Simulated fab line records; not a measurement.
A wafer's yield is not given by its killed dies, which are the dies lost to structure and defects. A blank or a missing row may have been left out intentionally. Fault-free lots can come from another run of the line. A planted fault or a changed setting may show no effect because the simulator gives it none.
What tool caused it? ; flow nand_harc ; Sampling: 15 lots, 45 wafers, 4 of 1159 route steps

## WHAT EACH GAUGE READ, for each wafer
NHARC_P_STI_CD_MEAS_09: the cd target is 200 nm. Usual: cd_nm 200.2 nm, standard deviation 1.7.
lot;measured;on;cd_nm (nm);flag
L413;day 2 16:00;cd_sem-03;199.0 199.4 199.9;
L414;day 2 15:50;cd_sem-01;201.1 200.8 200.4;
L415;day 3 01:08;cd_sem-03;199.0 199.3 198.3;
L417;day 3 12:30;cd_sem-03;197.5 198.6 200.5;
L420;day 4 07:33;cd_sem-01;203.0 202.1 203.4;
L423;day 4 22:11;cd_sem-01;202.4 201.2 199.7;
L424;day 5 07:20;cd_sem-01;- - -;OFF
L425;day 5 10:56;cd_sem-01;- - -;OFF
L426;day 5 17:00;cd_sem-03;- - -;OFF
L429;day 6 10:43;cd_sem-02;198.3 198.0 197.7;
L430;day 6 19:55;cd_sem-03;201.7 201.9 201.3;
L431;day 6 20:05;cd_sem-01;200.4 201.2 204.1;
L433;day 7 12:17;cd_sem-01;200.1 198.6 201.9;
L434;day 7 18:45;cd_sem-02;200.5 199.3 198.7;
L435;day 7 23:10;cd_sem-02;198.5 197.0 198.9;

NHARC_P_STI_OVL_MEAS_10. Usual: overlay_x_nm -1 nm, standard deviation 7; overlay_y_nm 2 nm, standard deviation 6.7.
lot;measured;on;overlay_x_nm (nm);overlay_y_nm (nm);flag
L413;day 2 16:05;overlay-02;-4 -4 -4;-4 -4 -4;
L414;day 2 15:55;overlay-02;-1 -1 -2;5 6 6;
L415;day 3 01:13;overlay-02;2 2 2;1 1 1;
L417;day 3 12:35;overlay-02;7 7 8;-2 -2 -2;
L420;day 4 07:38;overlay-01;-6 -5 -5;-4 -4 -4;
L423;day 4 22:17;overlay-01;-4 -4 -4;-16 -17 -16;
L424;day 5 07:25;overlay-02;- - -;- - -;OFF
L425;day 5 11:01;overlay-01;- - -;- - -;OFF
L426;day 5 17:05;overlay-02;- - -;- - -;OFF
L429;day 6 10:48;overlay-01;4 4 4;-4 -3 -3;
L430;day 6 20:00;overlay-01;0 1 1;-5 -6 -6;
L431;day 6 20:10;overlay-02;4 4 4;5 6 5;
L433;day 7 12:22;overlay-02;6 6 6;-8 -7 -7;
L434;day 7 18:50;overlay-02;-19 -19 -19;11 11 11;
L435;day 7 23:14;overlay-01;2 2 3;7 7 7;

## EACH LOT AND THE TOOL THAT RAN IT (in order: tool; ch and the chambers of the sampled wafers; start)
lot;NHARC_P_ZERO_WELL_ETCH_65;NHARC_P_STI_EXPOSE_06
L413;rie_diel-10 ch 0,1,2, day 1 13:22;krf_scanner-01 ch 0, day 2 15:51
L414;rie_diel-05 ch 1,2, day 1 19:22;krf_scanner-04 ch 0, day 2 15:41
L415;rie_diel-05 ch 0,1,2, day 2 01:29;krf_scanner-04 ch 0, day 3 00:59
L417;rie_diel-10 ch 0,1,2, day 2 13:31;krf_scanner-02 ch 0, day 3 12:21
L420;rie_diel-05 ch 0,1,3, day 3 07:29;krf_scanner-01 ch 0, day 4 07:23
L423;rie_diel-06 ch 0,1,3, day 4 01:29;krf_scanner-01 ch 0, day 4 22:02
L424;rie_diel-05 ch 0,1, day 4 07:28;krf_scanner-04, day 5 07:11
L425;rie_diel-05 ch 0,2, day 4 13:22;krf_scanner-04, day 5 10:47
L426;rie_diel-06 ch 1,2,3, day 4 19:37;krf_scanner-04, day 5 16:51
L429;rie_diel-10 ch 1,2, day 5 13:29;krf_scanner-02 ch 0, day 6 10:34
L430;rie_diel-10 ch 2,3, day 5 19:29;krf_scanner-04 ch 0, day 6 19:46
L431;rie_diel-05 ch 0,2,3, day 6 01:30;krf_scanner-02 ch 0, day 6 19:56
L433;rie_diel-06 ch 0,2,3, day 6 13:40;krf_scanner-02 ch 0, day 7 12:07
L434;rie_diel-05 ch 0,3, day 6 19:30;krf_scanner-01 ch 0, day 7 18:37
L435;rie_diel-05 ch 1,2,3, day 7 01:29;krf_scanner-04 ch 0, day 7 23:01
- NHARC_P_ZERO_WELL_ETCH_65: etches the open film in N2/H2, target depth 80 nm, overetch 24 nm, time 87.88 s.
- NHARC_P_STI_EXPOSE_06: exposes mask P STI, target cd 200 nm.

## WHAT THE TOOLS THEMSELVES READ (means of the sampled wafers that have a number; where no wafer has one, the mark that the record gives instead)
NHARC_P_ZERO_WELL_ETCH_65. Usual: chamber_pressure_mTorr is 30.002 mTorr with standard deviation 0.027, drypump_motor_current_A is 5.8 A with standard deviation 0.57, h2_flow_sccm is 150.1 sccm with standard deviation 0.42, oes_product_au is 1.002 a.u. with standard deviation 0.0083, rf_vpp_V is 431.2 V with standard deviation 2.3, showerhead_plenum_p_Torr is 2.06 Torr with standard deviation 0.077, and throttle_valve_pct is 14.171 % with standard deviation 0.0091.
lot;tool;chamber_pressure_mTorr (mTorr);drypump_motor_current_A (A);h2_flow_sccm (sccm);oes_product_au (a.u.);rf_vpp_V (V);showerhead_plenum_p_Torr (Torr);throttle_valve_pct (%);flag
L413;rie_diel-10;29.985;5.4;149.9;0.995;430.2;2.04;14.173;
L414;rie_diel-05;29.972;5.9;149.7;1.006;432.5;2.09;14.181;
L415;rie_diel-05;30.009;5.7;150.3;1.018;431.8;2.08;14.167;
L417;rie_diel-10;30.007;5.3;149.9;0.990;430.6;2.04;14.176;
L420;rie_diel-05;30.001;6.0;150.0;1.004;432.5;2.08;14.167;
L423;rie_diel-06;30.033;6.0;150.1;0.999;430.1;2.05;14.165;
L424;rie_diel-05;29.981;6.0;150.3;1.007;429.7;2.03;14.175;
L425;rie_diel-05;30.022;5.5;149.4;1.012;431.4;2.07;14.174;
L426;rie_diel-06;30.016;5.7;150.1;1.004;429.6;2.01;14.172;
L429;rie_diel-10;29.989;5.2;149.8;0.990;430.1;2.04;14.171;
L430;rie_diel-10;29.994;5.7;150.0;0.995;429.5;2.00;14.162;
L431;rie_diel-05;29.987;5.7;150.2;1.008;432.6;2.12;14.174;
L433;rie_diel-06;30.005;6.3;149.9;1.001;430.3;2.02;14.167;
L434;rie_diel-05;29.990;5.8;150.3;1.003;431.7;2.06;14.177;
L435;rie_diel-05;29.977;5.9;149.8;0.998;433.8;2.13;14.167;

NHARC_P_STI_EXPOSE_06. Usual: exposure_dose_mJ_cm2 37.65, standard deviation 0.041; focus_offset_nm 0.2 nm, standard deviation 0.58.
lot;tool;exposure_dose_mJ_cm2;focus_offset_nm (nm);flag
L413;krf_scanner-01;37.73;0.4;
L414;krf_scanner-04;37.65;0.1;
L415;krf_scanner-04;37.61;1.2;
L417;krf_scanner-02;37.65;0.0;
L420;krf_scanner-01;37.75;0.6;
L423;krf_scanner-01;37.68;0.2;
L424;krf_scanner-04;-;-;OFF
L425;krf_scanner-04;-;-;OFF
L426;krf_scanner-04;-;-;OFF
L429;krf_scanner-02;37.60;-0.5;
L430;krf_scanner-04;37.61;0.9;
L431;krf_scanner-02;37.65;0.2;
L433;krf_scanner-02;37.66;0.2;
L434;krf_scanner-01;37.68;0.0;
L435;krf_scanner-04;37.65;0.2;

## THE ANSWER, worked out from the rows above alone
Rule: a lot counts as off when the mean over its wafers that have a number is more than 3 standard deviations away from the usual mean. A lot without any number at a reading at which 4 lots or more have one is off too. Where the step has rows for the other lots, those lots are counted as sound. After the gauges, taken in route order, come the tools' own readings; for these a lot's mean is taken, as printed above. The first step at which some lot is off is used, and at that step the reading that is off furthest; a lot without a number counts as furthest.
Off: L424, L425, L426, at NHARC_P_STI_CD_MEAS_09 (cd_nm). Without a number there: L424, L425, L426.
If a tool, at a process step before that reading, ran all the lots that are off and no sound lot after the first of them, it fits. The gauges at NHARC_P_STI_CD_MEAS_09 aren't tried: what is off there is off at NHARC_P_STI_OVL_MEAS_10 too, on other tools, and a gauge's error can't cause that. No candidate that was tried fits.

## WHAT WAS PUT IN BY THE SIMULATOR
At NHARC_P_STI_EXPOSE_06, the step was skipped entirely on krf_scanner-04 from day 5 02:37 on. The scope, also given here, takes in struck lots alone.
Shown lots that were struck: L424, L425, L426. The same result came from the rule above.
